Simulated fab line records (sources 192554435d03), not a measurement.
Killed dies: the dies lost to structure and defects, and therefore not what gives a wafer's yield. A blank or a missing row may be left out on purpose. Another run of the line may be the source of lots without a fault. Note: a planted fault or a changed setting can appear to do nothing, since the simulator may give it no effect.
Split-lot trial / flow n5_finfet / 21 wafers read across 7 lots, on a route 1938 steps long

## ON THE SPLIT
At N5_BEOL_M7_DESCUM_33 (chemistry O2, time 7 s), the setting time_s was moved away from the recipe's 7 s on 11 of the 21 wafers read, by +8.8% to +20.5%. The other wafers ran this setting at the recipe's value.

The file shows no step between the split and the reading.

## THE READING
CAR-EUV_of_BEOL_M7_COAT_22.thk_nm (the simulator's own value, which no gauge read), in nm, at N5_BEOL_M7_ETCH_72 (etches underlayer in N2/H2, target depth 6.5 nm, time 5.2 s). There is no usual value for it anywhere in the file. The 10 wafers here that ran the recipe average 20.3 nm, standard deviation 0.098 nm.

wafer=L077.4; tool, chamber at the split=rie_diel-06, 0,3; time_s as run, s=7; against the recipe=recipe; CAR-EUV_of_BEOL_M7_COAT_22.thk_nm, nm=20.4; against lot-mates on the recipe=-
wafer=L077.5; tool, chamber at the split=rie_diel-06, 0,3; time_s as run, s=7; against the recipe=recipe; CAR-EUV_of_BEOL_M7_COAT_22.thk_nm, nm=20.4; against lot-mates on the recipe=-
wafer=L077.6; tool, chamber at the split=rie_diel-06, 1; time_s as run, s=7; against the recipe=recipe; CAR-EUV_of_BEOL_M7_COAT_22.thk_nm, nm=20.4; against lot-mates on the recipe=-
wafer=L084.1; tool, chamber at the split=rie_diel-01, 2; time_s as run, s=7; against the recipe=recipe; CAR-EUV_of_BEOL_M7_COAT_22.thk_nm, nm=20.2; against lot-mates on the recipe=-
wafer=L084.5; tool, chamber at the split=rie_diel-01, 2; time_s as run, s=7; against the recipe=recipe; CAR-EUV_of_BEOL_M7_COAT_22.thk_nm, nm=20.2; against lot-mates on the recipe=-
wafer=L084.6; tool, chamber at the split=rie_diel-01, 3; time_s as run, s=8.435; against the recipe=+20.5%; CAR-EUV_of_BEOL_M7_COAT_22.thk_nm, nm=19.4; against lot-mates on the recipe=-0.8
wafer=L085.1; tool, chamber at the split=rie_diel-06, 0; time_s as run, s=7.613; against the recipe=+8.8%; CAR-EUV_of_BEOL_M7_COAT_22.thk_nm, nm=19.8; against lot-mates on the recipe=-0.6
wafer=L085.3; tool, chamber at the split=rie_diel-06, 1; time_s as run, s=7; against the recipe=recipe; CAR-EUV_of_BEOL_M7_COAT_22.thk_nm, nm=20.4; against lot-mates on the recipe=-
wafer=L085.6; tool, chamber at the split=rie_diel-06, 2; time_s as run, s=7.613; against the recipe=+8.8%; CAR-EUV_of_BEOL_M7_COAT_22.thk_nm, nm=20.2; against lot-mates on the recipe=-0.2
wafer=L087.1; tool, chamber at the split=rie_diel-01, 2; time_s as run, s=7.889; against the recipe=+12.7%; CAR-EUV_of_BEOL_M7_COAT_22.thk_nm, nm=20; against lot-mates on the recipe=no lot-mate on the recipe
wafer=L087.5; tool, chamber at the split=rie_diel-01, 3; time_s as run, s=7.889; against the recipe=+12.7%; CAR-EUV_of_BEOL_M7_COAT_22.thk_nm, nm=20; against lot-mates on the recipe=no lot-mate on the recipe
wafer=L087.3; tool, chamber at the split=rie_diel-01, 3; time_s as run, s=7.889; against the recipe=+12.7%; CAR-EUV_of_BEOL_M7_COAT_22.thk_nm, nm=19.8; against lot-mates on the recipe=no lot-mate on the recipe
wafer=L091.1; tool, chamber at the split=rie_diel-03, 2; time_s as run, s=7; against the recipe=recipe; CAR-EUV_of_BEOL_M7_COAT_22.thk_nm, nm=20.4; against lot-mates on the recipe=-
wafer=L091.2; tool, chamber at the split=rie_diel-03, 0,3; time_s as run, s=7; against the recipe=recipe; CAR-EUV_of_BEOL_M7_COAT_22.thk_nm, nm=20.4; against lot-mates on the recipe=-
wafer=L091.4; tool, chamber at the split=rie_diel-03, 0,3; time_s as run, s=7; against the recipe=recipe; CAR-EUV_of_BEOL_M7_COAT_22.thk_nm, nm=20.2; against lot-mates on the recipe=-
wafer=L090.1; tool, chamber at the split=rie_diel-03, 0,3; time_s as run, s=8.056; against the recipe=+15.1%; CAR-EUV_of_BEOL_M7_COAT_22.thk_nm, nm=19.8; against lot-mates on the recipe=no lot-mate on the recipe
wafer=L090.2; tool, chamber at the split=rie_diel-03, 1; time_s as run, s=8.056; against the recipe=+15.1%; CAR-EUV_of_BEOL_M7_COAT_22.thk_nm, nm=19.6; against lot-mates on the recipe=no lot-mate on the recipe
wafer=L090.3; tool, chamber at the split=rie_diel-03, 0,3; time_s as run, s=8.056; against the recipe=+15.1%; CAR-EUV_of_BEOL_M7_COAT_22.thk_nm, nm=19.6; against lot-mates on the recipe=no lot-mate on the recipe
wafer=L093.2; tool, chamber at the split=rie_diel-01, 2; time_s as run, s=8.176; against the recipe=+16.8%; CAR-EUV_of_BEOL_M7_COAT_22.thk_nm, nm=19.8; against lot-mates on the recipe=-0.4
wafer=L093.4; tool, chamber at the split=rie_diel-01, 1; time_s as run, s=8.176; against the recipe=+16.8%; CAR-EUV_of_BEOL_M7_COAT_22.thk_nm, nm=19.8; against lot-mates on the recipe=-0.4
wafer=L093.3; tool, chamber at the split=rie_diel-01, 3; time_s as run, s=7; against the recipe=recipe; CAR-EUV_of_BEOL_M7_COAT_22.thk_nm, nm=20.2; against lot-mates on the recipe=-
If several chambers appear in one row, that row covers several wafers at once and the file leaves open which wafer was in which chamber.

THE FIT
A straight line over all 21 wafers: CAR-EUV_of_BEOL_M7_COAT_22.thk_nm changes by -0.0379 nm for each +1% of time_s; r = -0.92; the points scatter about the line by 0.13 nm.
The same after taking each lot's own level away (the mean of its wafers on the recipe; 15 wafers): -0.0319 nm for each +1%; r = -0.90; scatter 0.12 nm.
According to that fit, moving time_s by its largest amount changes the reading by 0.65 nm.
The lots' own levels span 20.20 to 20.40 nm, that is 2.0 times the standard deviation above.
In other words, the slope is changed by the lot-to-lot level; the two fits disagree.
Check: -0.577 nm against its lot-mates is what the line predicts for one of the wafers moved furthest among these (+20.5%) when that wafer is left out of the fit. Against them it came out at -0.8 nm.

## THE WHOLE CHAIN: every reading that the file lists as answering this split, in the file's order
step=N5_BEOL_M7_DESCUM_33; what it does=chemistry O2, time 7 s; reading=CAR-EUV_of_BEOL_M7_COAT_22.thk_nm (the simulator's own value, which no gauge read); change (the file's fit)=-0.0352 nm for each +1% of the setting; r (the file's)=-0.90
step=N5_BEOL_M7_ETCH_72; what it does=etches underlayer in N2/H2, target depth 6.5 nm, time 5.2 s; reading=CAR-EUV_of_BEOL_M7_COAT_22.thk_nm (the simulator's own value, which no gauge read); change (the file's fit)=-0.0342 nm for each +1% of the setting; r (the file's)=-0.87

## THE FILE'S OWN FIT
CAR-EUV_of_BEOL_M7_COAT_22.thk_nm changes by -0.0342 nm for each +1% of time_s, r = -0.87.
